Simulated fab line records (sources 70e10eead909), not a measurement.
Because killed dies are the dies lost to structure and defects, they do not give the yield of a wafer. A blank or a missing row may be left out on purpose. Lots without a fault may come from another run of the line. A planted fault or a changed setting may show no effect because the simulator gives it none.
Which tool was responsible? :: flow nand_harc :: 12 lots with 36 wafers sampled at 6 steps, on a route of 1159 steps

== WHAT THE GAUGES SHOWED, per wafer ==
NHARC_P_ZERO_WELL_CD_MEAS_37: the cd target is 720 nm.
lot: L100
measured: day 1 16:16
on: cd_sem-01
cd_nm (nm): 721.6 723.7 722.2

lot: L101
measured: day 1 22:11
on: cd_sem-02
cd_nm (nm): 719.7 717.2 718.3

lot: L104
measured: day 2 16:09
on: cd_sem-03
cd_nm (nm): 720.3 718.8 721.1

lot: L106
measured: day 3 04:10
on: cd_sem-01
cd_nm (nm): 721.8 722.0 722.5

lot: L107
measured: day 3 10:53
on: cd_sem-03
cd_nm (nm): 720.1 720.5 720.5

lot: L109
measured: day 3 21:52
on: cd_sem-01
cd_nm (nm): 720.4 721.2 722.7

lot: L110
measured: day 4 04:06
on: cd_sem-02
cd_nm (nm): 721.1 717.4 722.3

lot: L113
measured: day 4 22:07
on: cd_sem-03
cd_nm (nm): - - -

lot: L115
measured: day 5 10:08
on: cd_sem-01
cd_nm (nm): 724.8 723.6 724.6

lot: L116
measured: day 5 16:08
on: cd_sem-01
cd_nm (nm): 723.5 723.9 722.1

lot: L120
measured: day 6 16:04
on: cd_sem-02
cd_nm (nm): 724.9 723.2 721.9

lot: L122
measured: day 7 04:06
on: cd_sem-03
cd_nm (nm): 722.4 718.7 718.9

NHARC_P_STI_CD_MEAS_09: the cd target is 200 nm.
lot: L100
measured: day 2 12:32
on: cd_sem-03
cd_nm (nm): 199.3 199.1 203.5

lot: L101
measured: day 2 17:23
on: cd_sem-01
cd_nm (nm): 199.6 203.6 197.0

lot: L104
measured: day 3 11:29
on: cd_sem-01
cd_nm (nm): 202.8 202.5 201.3

lot: L106
measured: day 3 23:16
on: cd_sem-03
cd_nm (nm): 199.8 199.3 198.5

lot: L107
measured: day 4 10:23
on: cd_sem-01
cd_nm (nm): 199.2 201.0 197.8

lot: L109
measured: day 4 17:53
on: cd_sem-03
cd_nm (nm): 196.4 195.5 201.4

lot: L110
measured: day 5 00:23
on: cd_sem-02
cd_nm (nm): 200.4 198.2 201.8

lot: L115
measured: day 6 06:03
on: cd_sem-01
cd_nm (nm): 196.0 198.1 196.3

lot: L116
measured: day 6 17:11
on: cd_sem-02
cd_nm (nm): 201.7 201.3 200.7

lot: L120
measured: day 7 10:26
on: cd_sem-02
cd_nm (nm): 196.9 202.4 199.5

lot: L122
measured: day 8 02:31
on: cd_sem-01
cd_nm (nm): 201.4 204.7 200.7

NHARC_END_SORT_01.
lot: L113
measured: day 22 09:09
on: prober-02
killed_at_array: 12 12 10
killed_at_other: 0 0 0
killed_at_periphery: 665 665 667
killed_dies: 677 677 677
killed_open: 1 4 3
killed_short: 1 0 1

== EACH LOT AND THE TOOL THAT RAN IT (in order: tool; ch and the chambers of the sampled wafers; start) ==
lot: L100
NHARC_P_ZERO_WELL_EXPOSE_34: krf_scanner-01 ch 0, day 1 16:07
NHARC_P_STI_DESCUM_14: rie_diel-04 ch 0,1, day 2 12:47
NHARC_P_GATE_DESCUM_31: rie_diel-12 ch 1,2,3, day 4 18:19

lot: L101
NHARC_P_ZERO_WELL_EXPOSE_34: krf_scanner-01 ch 0, day 1 22:02
NHARC_P_STI_DESCUM_14: rie_diel-08 ch 0,1,3, day 2 17:39
NHARC_P_GATE_DESCUM_31: rie_diel-01 ch 2,3, day 4 22:44

lot: L104
NHARC_P_ZERO_WELL_EXPOSE_34: krf_scanner-04 ch 0, day 2 15:59
NHARC_P_STI_DESCUM_14: rie_diel-08 ch 1,2,3, day 3 11:46
NHARC_P_GATE_DESCUM_31: rie_diel-12 ch 0,1,2, day 5 14:32

lot: L106
NHARC_P_ZERO_WELL_EXPOSE_34: krf_scanner-04 ch 0, day 3 04:01
NHARC_P_STI_DESCUM_14: rie_diel-08 ch 0,3, day 3 23:31
NHARC_P_GATE_DESCUM_31: rie_diel-01 ch 0,1,2, day 6 04:53

lot: L107
NHARC_P_ZERO_WELL_EXPOSE_34: krf_scanner-02 ch 0, day 3 10:44
NHARC_P_STI_DESCUM_14: rie_diel-03 ch 1,2,3, day 4 10:40
NHARC_P_GATE_DESCUM_31: rie_diel-12 ch 1,2, day 6 15:31

lot: L109
NHARC_P_ZERO_WELL_EXPOSE_34: krf_scanner-02 ch 0, day 3 21:43
NHARC_P_STI_DESCUM_14: rie_diel-03 ch 0,3, day 4 18:09
NHARC_P_GATE_DESCUM_31: rie_diel-02 ch 1,2,3, day 6 22:03

lot: L110
NHARC_P_ZERO_WELL_EXPOSE_34: krf_scanner-04 ch 0, day 4 03:56
NHARC_P_STI_DESCUM_14: rie_diel-03 ch 0,1, day 5 00:38
NHARC_P_GATE_DESCUM_31: rie_diel-12 ch 0,1,2, day 6 22:46

lot: L113
NHARC_P_ZERO_WELL_EXPOSE_34: krf_scanner-04 ch 0, day 4 21:57
NHARC_P_STI_DESCUM_14: -
NHARC_P_GATE_DESCUM_31: -

lot: L115
NHARC_P_ZERO_WELL_EXPOSE_34: krf_scanner-04 ch 0, day 5 09:59
NHARC_P_STI_DESCUM_14: rie_diel-04 ch 0,3, day 6 06:19
NHARC_P_GATE_DESCUM_31: rie_diel-12 ch 0,1, day 8 10:17

lot: L116
NHARC_P_ZERO_WELL_EXPOSE_34: krf_scanner-01 ch 0, day 5 15:59
NHARC_P_STI_DESCUM_14: rie_diel-04 ch 0,1,2, day 6 17:28
NHARC_P_GATE_DESCUM_31: rie_diel-12 ch 1,2, day 9 02:31

lot: L120
NHARC_P_ZERO_WELL_EXPOSE_34: krf_scanner-02 ch 0, day 6 15:55
NHARC_P_STI_DESCUM_14: rie_diel-03 ch 0,2,3, day 7 10:41
NHARC_P_GATE_DESCUM_31: rie_diel-01 ch 0,1,2, day 9 14:11

lot: L122
NHARC_P_ZERO_WELL_EXPOSE_34: krf_scanner-02 ch 0, day 7 03:57
NHARC_P_STI_DESCUM_14: rie_diel-08 ch 0,1,2, day 8 02:47
NHARC_P_GATE_DESCUM_31: rie_diel-12 ch 1,2, day 10 08:49
- NHARC_P_ZERO_WELL_EXPOSE_34: exposes mask P PWELL, target cd 720 nm.
- NHARC_P_STI_DESCUM_14: chemistry O2, time 3 s.
- NHARC_P_GATE_DESCUM_31: chemistry O2, time 3 s.

== AS READ BY THE TOOLS THEMSELVES (means over the sampled wafers that have a number; for cases with no such wafer, the mark the record gives instead) ==
NHARC_P_STI_DESCUM_14.
lot: L100
tool: rie_diel-04
drypump_motor_current_A (A): 6.4
mfc_ar_sccm (sccm): 0.000
oes_product_au (a.u.): 0.991
rf_vpp_V (V): 56.2
showerhead_plenum_p_Torr (Torr): 1.82
throttle_valve_pct (%): 11.308

lot: L101
tool: rie_diel-08
drypump_motor_current_A (A): 5.7
mfc_ar_sccm (sccm): 0.012
oes_product_au (a.u.): 1.001
rf_vpp_V (V): 57.9
showerhead_plenum_p_Torr (Torr): 1.96
throttle_valve_pct (%): 11.310

lot: L104
tool: rie_diel-08
drypump_motor_current_A (A): 5.5
mfc_ar_sccm (sccm): 0.003
oes_product_au (a.u.): 1.000
rf_vpp_V (V): 57.6
showerhead_plenum_p_Torr (Torr): 1.94
throttle_valve_pct (%): 11.321

lot: L106
tool: rie_diel-08
drypump_motor_current_A (A): 5.8
mfc_ar_sccm (sccm): 0.023
oes_product_au (a.u.): 0.991
rf_vpp_V (V): 57.5
showerhead_plenum_p_Torr (Torr): 1.95
throttle_valve_pct (%): 11.316

lot: L107
tool: rie_diel-03
drypump_motor_current_A (A): 5.7
mfc_ar_sccm (sccm): 0.024
oes_product_au (a.u.): 1.007
rf_vpp_V (V): 58.1
showerhead_plenum_p_Torr (Torr): 1.90
throttle_valve_pct (%): 11.307

lot: L109
tool: rie_diel-03
drypump_motor_current_A (A): 5.7
mfc_ar_sccm (sccm): 0.036
oes_product_au (a.u.): 0.992
rf_vpp_V (V): 57.6
showerhead_plenum_p_Torr (Torr): 1.98
throttle_valve_pct (%): 11.307

lot: L110
tool: rie_diel-03
drypump_motor_current_A (A): 5.7
mfc_ar_sccm (sccm): 0.013
oes_product_au (a.u.): 1.000
rf_vpp_V (V): 57.3
showerhead_plenum_p_Torr (Torr): 1.92
throttle_valve_pct (%): 11.307

lot: L115
tool: rie_diel-04
drypump_motor_current_A (A): 5.7
mfc_ar_sccm (sccm): 0.005
oes_product_au (a.u.): 0.997
rf_vpp_V (V): 57.5
showerhead_plenum_p_Torr (Torr): 1.89
throttle_valve_pct (%): 11.317

lot: L116
tool: rie_diel-04
drypump_motor_current_A (A): 6.1
mfc_ar_sccm (sccm): 0.005
oes_product_au (a.u.): 1.017
rf_vpp_V (V): 57.5
showerhead_plenum_p_Torr (Torr): 1.83
throttle_valve_pct (%): 11.310

lot: L120
tool: rie_diel-03
drypump_motor_current_A (A): 5.6
mfc_ar_sccm (sccm): 0.037
oes_product_au (a.u.): 1.000
rf_vpp_V (V): 57.8
showerhead_plenum_p_Torr (Torr): 1.93
throttle_valve_pct (%): 11.314

lot: L122
tool: rie_diel-08
drypump_motor_current_A (A): 5.5
mfc_ar_sccm (sccm): 0.015
oes_product_au (a.u.): 0.994
rf_vpp_V (V): 58.6
showerhead_plenum_p_Torr (Torr): 2.02
throttle_valve_pct (%): 11.316

NHARC_P_GATE_DESCUM_31.
lot: L100
tool: rie_diel-12
drypump_motor_current_A (A): 5.6
mfc_ar_sccm (sccm): 0.012
oes_product_au (a.u.): 1.005
rf_vpp_V (V): 58.1
showerhead_plenum_p_Torr (Torr): 1.90
throttle_valve_pct (%): 11.315

lot: L101
tool: rie_diel-01
drypump_motor_current_A (A): 5.8
mfc_ar_sccm (sccm): 0.004
oes_product_au (a.u.): 0.998
rf_vpp_V (V): 57.2
showerhead_plenum_p_Torr (Torr): 1.87
throttle_valve_pct (%): 11.317

lot: L104
tool: rie_diel-12
drypump_motor_current_A (A): 5.9
mfc_ar_sccm (sccm): 0.016
oes_product_au (a.u.): 0.999
rf_vpp_V (V): 57.3
showerhead_plenum_p_Torr (Torr): 1.90
throttle_valve_pct (%): 11.310

lot: L106
tool: rie_diel-01
drypump_motor_current_A (A): 5.4
mfc_ar_sccm (sccm): 0.004
oes_product_au (a.u.): 1.009
rf_vpp_V (V): 58.0
showerhead_plenum_p_Torr (Torr): 1.93
throttle_valve_pct (%): 11.308

lot: L107
tool: rie_diel-12
drypump_motor_current_A (A): 5.5
mfc_ar_sccm (sccm): 0.006
oes_product_au (a.u.): 1.003
rf_vpp_V (V): 57.6
showerhead_plenum_p_Torr (Torr): 1.88
throttle_valve_pct (%): 11.313

lot: L109
tool: rie_diel-02
drypump_motor_current_A (A): 6.0
mfc_ar_sccm (sccm): 0.022
oes_product_au (a.u.): 1.011
rf_vpp_V (V): 57.6
showerhead_plenum_p_Torr (Torr): 1.89
throttle_valve_pct (%): 11.306

lot: L110
tool: rie_diel-12
drypump_motor_current_A (A): 5.9
mfc_ar_sccm (sccm): 0.016
oes_product_au (a.u.): 1.011
rf_vpp_V (V): 58.2
showerhead_plenum_p_Torr (Torr): 1.90
throttle_valve_pct (%): 11.307

lot: L115
tool: rie_diel-12
drypump_motor_current_A (A): 6.3
mfc_ar_sccm (sccm): 0.026
oes_product_au (a.u.): 1.002
rf_vpp_V (V): 57.9
showerhead_plenum_p_Torr (Torr): 1.92
throttle_valve_pct (%): 11.307

lot: L116
tool: rie_diel-12
drypump_motor_current_A (A): 5.5
mfc_ar_sccm (sccm): 0.013
oes_product_au (a.u.): 1.000
rf_vpp_V (V): 57.7
showerhead_plenum_p_Torr (Torr): 1.92
throttle_valve_pct (%): 11.304

lot: L120
tool: rie_diel-01
drypump_motor_current_A (A): 5.4
mfc_ar_sccm (sccm): 0.004
oes_product_au (a.u.): 1.002
rf_vpp_V (V): 57.7
showerhead_plenum_p_Torr (Torr): 1.92
throttle_valve_pct (%): 11.316

lot: L122
tool: rie_diel-12
drypump_motor_current_A (A): 5.4
mfc_ar_sccm (sccm): 0.013
oes_product_au (a.u.): 1.001
rf_vpp_V (V): 57.8
showerhead_plenum_p_Torr (Torr): 1.92
throttle_valve_pct (%): 11.315

== THE ANSWER, worked out from the rows above alone ==
Rule: the usual values come from the lots themselves. The widest of any qualifying gaps counts: lots, ordered by their means at a reading, are off when they make up no more than a third of the lots, leave a main group of 4 or more, and stand apart from it by 3 or more times the standard deviation of that group's means. A main group is skipped when, at the precision printed for the reading in the tables above, its means are all equal. Also off: a lot with no number at a reading for which 4 or more lots have one. Where the step has rows for the other lots, those lots are counted as sound. The gauges are gone through in route order, then the tools' own readings, and for those a lot's mean is taken as printed above. At the first step where some lot is off, the reading lying furthest off is the one used; lots without a number count as furthest.
Off: L113 (NHARC_P_ZERO_WELL_CD_MEAS_37, cd_nm). Without a number there: L113. The main group: mean 721.5 nm, standard deviation 1.7.
If a tool, at a process step before that reading, ran all the lots that are off and no sound lot after the first of them, it fits. Gauges at NHARC_P_ZERO_WELL_CD_MEAS_37: tried the same way as those tools. None of those tried fits.

== WHAT HAD BEEN PUT IN BY THE SIMULATOR ==
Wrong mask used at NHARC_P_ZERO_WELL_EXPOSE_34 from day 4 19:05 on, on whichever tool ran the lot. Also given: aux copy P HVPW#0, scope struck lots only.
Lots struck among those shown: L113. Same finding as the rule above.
